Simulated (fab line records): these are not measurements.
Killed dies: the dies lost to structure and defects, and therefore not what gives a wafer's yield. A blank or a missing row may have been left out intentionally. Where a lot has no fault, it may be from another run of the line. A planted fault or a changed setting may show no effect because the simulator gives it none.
Matching of chambers -- flow nandHarc -- pecvd-04 running NHARC_A_STAIRCASE_DEP_301: 3 sister chambers
The step deposits SiON, target thk 30 nm. 6 wafers are shown with their chamber, then 7 later ones without.

== WAFERS PAIRED WITH THEIR CHAMBERS ==
wafer,chamber,heaterPowerW (W)
L081.6,1,710
L089.3,2,643
L089.4,0,727
L089.6,2,523
L088.3,1,810
L088.4,0,657

== WAFERS WHOSE CHAMBER IS MISSING ==
wafer,heaterPowerW (W)
L088.5,793
L093.1,687
L093.2,563
L093.4,815
L097.3,647
L097.5,767
L097.6,627

== EACH ONE'S CHAMBER ==
wafer,from the rows above,in truth
L088.5,can't be placed: 1 or 0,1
L093.1,can't be placed: 0 or 1 or 2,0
L093.2,can't be placed: 2 or 0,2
L093.4,can't be placed: 1 or 0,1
L097.3,can't be placed: 0 or 2 or 1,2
L097.5,can't be placed: 1 or 0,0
L097.6,can't be placed: 2 or 0 or 1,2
Correct placement for 0 of the 7. These rows do not allow placing 7 (true chamber among the candidates in 7). Wrongly placed: 0.
How it was worked out, from the rows above alone: a wafer's distance from a chamber is the root of the sum, over the readings, of the square of ((its reading less the chamber's mean) divided by the reading's scatter). If the next closest chamber is less than 2 further off than the closest, the wafer can't be placed; otherwise it belongs to the closest. A chamber's mean is the mean of its shown wafers. The scatter: the root of (the sum of the squares of (reading less its chamber's mean) over the shown wafers, divided by (wafers less chambers)).
